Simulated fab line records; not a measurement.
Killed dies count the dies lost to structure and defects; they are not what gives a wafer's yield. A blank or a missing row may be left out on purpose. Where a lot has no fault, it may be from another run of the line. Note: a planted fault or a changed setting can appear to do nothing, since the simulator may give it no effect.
A lot that was struck, set against a sound lot    flow n5_finfet    27 out of 1938 route steps
Sound: wafers L354.1, L354.4, L354.6. Struck: wafer L370.5 (L370.1, L370.4, from the same lot, were not struck and are left out); the cause is given at the end.
Per side, at each step with rows, come the tool, then ch with its chambers, and then its first start. Under that, the readings that differ: sound wafers    struck wafers    difference of the means    sigmas: that difference in standard deviations of wafers without a fault.
alike: a reading whose means differ by less than 2 such deviations, as well as words and numbers matching on both sides. not compared: withheld readings; readings where some wafer has no value; bounds like >300 that might hide an equal value; numbers whose values overlap and for which the record gives no deviation.
Wherever a step has rows on one side only, a row that says differs or no value, or a row with sigmas, the two part there. When numbers do not overlap yet have no deviation, they are printed without sigmas and do not part them. A reading missing from all wafers of one side parts the sides only when that side holds two or more wafers.

N5_STI_FIN_REVEAL_ALD_14: deposits Si3N4, target thk 3 nm.
  sound on ald_sin-03 ch 1,2,3, day 2 21:29; struck on ald_sin-03 ch 0, day 6 23:19
  alike: heater_power_w
then, 2 steps without rows for these wafers: N5_STI_FIN_REVEAL_FCVD_FILL_01 (material SiO2 flowable, target thk 312 nm, time 512.2 s); N5_STI_FIN_REVEAL_DENSIFY_02 (time 1800 s).
N5_STI_FIN_REVEAL_CMP_04: polishes, stops on Si3N4, t overpolish 4 s, target thk 131.83 nm.
  sound on cmp-03 ch 0,2, day 3 02:34; struck on cmp-03 ch 1, day 7 04:25
  alike: motor_current_A, overpolish_run_s, platen_rpm, time_to_endpoint_s
N5_STI_FIN_REVEAL_THK_MEAS_05:
  sound: film_metro-01 at day 3 02:50; struck: film_metro-02 at day 7 04:38
  alike: thk_nm
N5_STI_FIN_REVEAL_DENSIFY_30:
  sound on rtp_anneal-01 ch 0, day 3 02:56; struck on rtp_anneal-01 ch 0, day 7 04:40
  alike: lamp_power_pct, lamp_zone_4_pct, lamp_zone_5_pct
  not compared: wafer_temp_C_max
then, 1 step without rows for these wafers: N5_STI_FIN_REVEAL_ETCHBACK_08 (etches SiO2 in C4F6/O2, target depth 30.5 nm, time 10.167 s).
N5_STI_FIN_REVEAL_STRIP_24: strips in N2/H2, time 90 s.
  sound on rie_diel-01 ch 0,1,2, day 3 03:11; struck on rie_diel-03 ch 1, day 7 04:55
  alike: bias_power_w, drypump_motor_current_A, oes_product_au, rf_vpp_V, showerhead_plenum_p_Torr, throttle_valve_pct
  not compared: rf_hours_counter_h
then, 4 steps without rows for these wafers: N5_STI_FIN_REVEAL_PRECLEAN_25 (cleans in SPM, time 90 s); N5_STI_FIN_REVEAL_PRECLEAN_26 (cleans in SC1, time 45 s); N5_STI_FIN_REVEAL_PRECLEAN_29 (cleans in DHF, time 30 s); N5_STI_FIN_REVEAL_SRD_12 (time 30 s).
N5_STI_FIN_REVEAL_RECESS_09: chemistry HF/NH3, target SiO2, afs cycles 11, target depth 42.5 nm, sublimation time 60 s.
  sound on vapor_etch-02 ch 0,1, day 3 03:23; struck on vapor_etch-02 ch 0, day 7 05:08
reading                                       sound              struck  difference  sigmas
model.etch.depth_nm (nm)                      43.24 43.24 43.24  70.36   +27.12      
model.SiNx_of_FIN_SAQP_HM_DEP_03.thk_nm (nm)  17.4 17.8 17.8     16.4    -1.3        
  alike: drypump_motor_current_A
then, 2 steps without rows for these wafers: N5_STI_FIN_REVEAL_STRIP_16 (strips SiNx in H3PO4, target depth 23.8 nm); N5_STI_FIN_REVEAL_PRECLEAN_17 (cleans in NF3:NH3, afs cycles 1, time 20 s, sublimation time 60 s).
N5_STI_FIN_REVEAL_ETCH_34: etches Si in H2, material Si, target depth 0.97 nm.
  sound on rie_si-03 ch 0,2, day 3 05:29; struck on rie_si-06 ch 0, day 7 07:13
reading                      sound              struck  difference  sigmas
drypump_motor_current_A (A)  5.9 6.5 6.5        4.8     -1.5        -3
oes_product_au (a.u.)        1.020 0.987 0.992  1.039   +0.039      +2
  alike: rf_fwd_power_W, throttle_valve_pct
  not compared: rf_hours_counter_h
then, 7 steps without rows for these wafers: N5_STI_FIN_REVEAL_OXIDATION_31 (chemistry O2 PLASMA REMOTE, time 20 s); N5_STI_FIN_REVEAL_PRECLEAN_32 (cleans in NF3:NH3, afs cycles 1, time 20 s, sublimation time 60 s); N5_STI_FIN_REVEAL_STRIP_35 (strips Si3N4 in H3PO4, target depth 4 nm, time 39 s); N5_STI_FIN_REVEAL_SRD_21 (time 30 s); N5_STI_FIN_REVEAL_OXIDATION_33 (chemistry O2 PLASMA REMOTE, time 20 s); N5_STI_FIN_REVEAL_CLEAN_19 (cleans in O3/DIW, time 120 s); N5_STI_FIN_REVEAL_SRD_23 (time 30 s).
N5_STI_FIN_REVEAL_CD_MEAS_22: target cd 6.238 nm, pitch 28 nm.
  sound: cd_sem-01 at day 3 06:33; struck: cd_sem-03 at day 7 07:48
  alike: cd_nm
N5_STI_FIN_REVEAL_FIN_H_MEAS_10:
  sound: ocd-02 at day 3 06:35; struck: ocd-01 at day 7 07:50
reading               sound           struck  difference  sigmas
trench_depth_nm (nm)  52.2 54.0 51.8  79.9    +27.2       +32
then, 1 step without rows for these wafers: N5_STI_FIN_REVEAL_PRECLEAN_18 (cleans in SC2, time 45 s).
-- the record jumps here: 10 days lie between the struck wafers' starts before and after (it left off in module STI_FIN_REVEAL and takes up again in module BEOL_M4, whose first step shown is number 1111 of the route) --
N5_BEOL_M4_RC_MEAS_101:
  sound on prober-01 ch 0, day 11 19:55; struck on prober-01 ch 0, day 17 04:20
  alike: DIBL_N, DIBL_P, IOFF_N, IOFF_P, ION_N, ION_P, SS_N, SS_P, VT_N, VT_P

## WHERE THEY PART
Last at N5_STI_FIN_REVEAL_FIN_H_MEAS_10 as far as this record goes, first at N5_STI_FIN_REVEAL_ETCH_34. Later steps at which nothing parts them and some readings are alike: N5_BEOL_M4_RC_MEAS_101.

WHY: what the simulator had put in
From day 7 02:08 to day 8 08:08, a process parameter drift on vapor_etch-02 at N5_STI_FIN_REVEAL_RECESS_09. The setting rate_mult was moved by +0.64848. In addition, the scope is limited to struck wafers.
